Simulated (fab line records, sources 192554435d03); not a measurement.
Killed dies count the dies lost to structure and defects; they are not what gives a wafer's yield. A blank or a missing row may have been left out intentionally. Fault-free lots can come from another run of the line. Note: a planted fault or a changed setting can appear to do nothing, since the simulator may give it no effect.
2 desks looking at one fault + flow n5Finfet + every desk sees just its own numbers, and what lay behind them comes last

== FROM THE METROLOGY DESK ==
What the gauges read, lot by lot, whatever tool the lot ran on: means of the sampled wafers that have a number. A lot is out of limits, marked OUT, if its mean lies more than 4 standard deviations from the usual mean; the brackets give that distance. Of its 10 readings 7 are shown: those that lie furthest out on some lot.
Columns: A = DIBL_N at N5_BEOL_M4_RC_MEAS_101, usual 36.3 mV/V; B = DIBL_P at N5_BEOL_M4_RC_MEAS_101, usual 36.1 mV/V; C = IOFF_P at N5_BEOL_M4_RC_MEAS_101, usual 0.209 nA/um; D = ION_P at N5_BEOL_M4_RC_MEAS_101, usual 462 uA/um; E = SS_P at N5_BEOL_M4_RC_MEAS_101, usual 73.2 mV/dec; F = VT_N at N5_BEOL_M4_RC_MEAS_101, usual 249.1 mV; G = VT_P at N5_BEOL_M4_RC_MEAS_101, usual -249.9 mV
| lot  | first seen here | A    | B    | C     | D   | E    | F     | G      |
|------|-----------------|------|------|-------|-----|------|-------|--------|
| L254 | day 8 08:17     | 36.5 | 36.6 | 0.221 | 465 | 73.2 | 247.6 | -249.3 |
| L256 | day 8 14:11     | 35.0 | 34.0 | 0.181 | 461 | 72.9 | 252.3 | -251.3 |
| L258 | day 9 04:35     | 37.3 | 36.7 | 0.258 | 468 | 73.3 | 247.0 | -244.9 |
| L259 | day 9 12:39     | 37.0 | 37.0 | 0.227 | 461 | 73.8 | 248.6 | -248.4 |
| L261 | day 9 14:19     | 37.2 | 34.8 | 0.209 | 463 | 72.9 | 249.1 | -249.6 |
| L260 | day 9 19:53     | 34.8 | 35.2 | 0.168 | 455 | 73.4 | 250.4 | -254.2 |
| L262 | day 9 20:49     | 34.5 | 35.7 | 0.193 | 461 | 72.9 | 247.0 | -251.4 |
| L263 | day 10 10:28    | 36.5 | 36.7 | 0.204 | 462 | 73.2 | 248.1 | -248.9 |
| L264 | day 10 12:09    | 37.0 | 38.9 | 0.230 | 463 | 73.9 | 248.1 | -249.1 |
| L265 | day 11 06:47    | 36.4 | 35.7 | 0.241 | 469 | 72.9 | 247.0 | -244.3 |
This desk found nothing out of limits on any of the 10 lots.

== AT THE TOOL OWNER'S DESK: cvdCo-01 ==
The tool's own readings at N5_BEOL_M3_CVD_47 (deposits Co from CCTBA/H2, target thk 3 nm, time 223.8 s): means of the sampled wafers that have a number, for each lot that ran on this tool. A lot is out of limits, marked OUT, if its mean lies more than 4 standard deviations from the usual mean; the brackets give that distance.
Columns: A = runLengthS at N5_BEOL_M3_CVD_47, usual 246.7 s
| lot  | first seen here | A               |
|------|-----------------|-----------------|
| L259 | day 8 23:41     | 246.5           |
| L260 | day 9 06:21     | 246.7           |
| L262 | day 9 06:29     | 246.6           |
| L265 | day 10 14:55    | 274.7 (+70) OUT |
Finding of this desk: L265 out of limits; the first was L265 at day 10 14:55, on runLengthS at N5_BEOL_M3_CVD_47. In limits: L259, L260, L262.

== TAKEN TOGETHER ==
The tool owner's desk could have raised an alarm at day 10 14:55, on L265.
Nothing out of limits was seen by the metrology desk.
The metrology desk has L265 on record, within its limits.
On cvdCo-01, each named lot ran N5_BEOL_M3_CVD_47.

== WHAT THE SIMULATOR HAD INSERTED ==
cvdCo-01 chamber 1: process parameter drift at N5_BEOL_M3_CVD_47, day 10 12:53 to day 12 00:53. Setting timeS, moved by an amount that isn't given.
Shown lots that were struck: L265.
Each desk's first reading out of limits, in hours after the fault started: the tool owner's desk, 2.
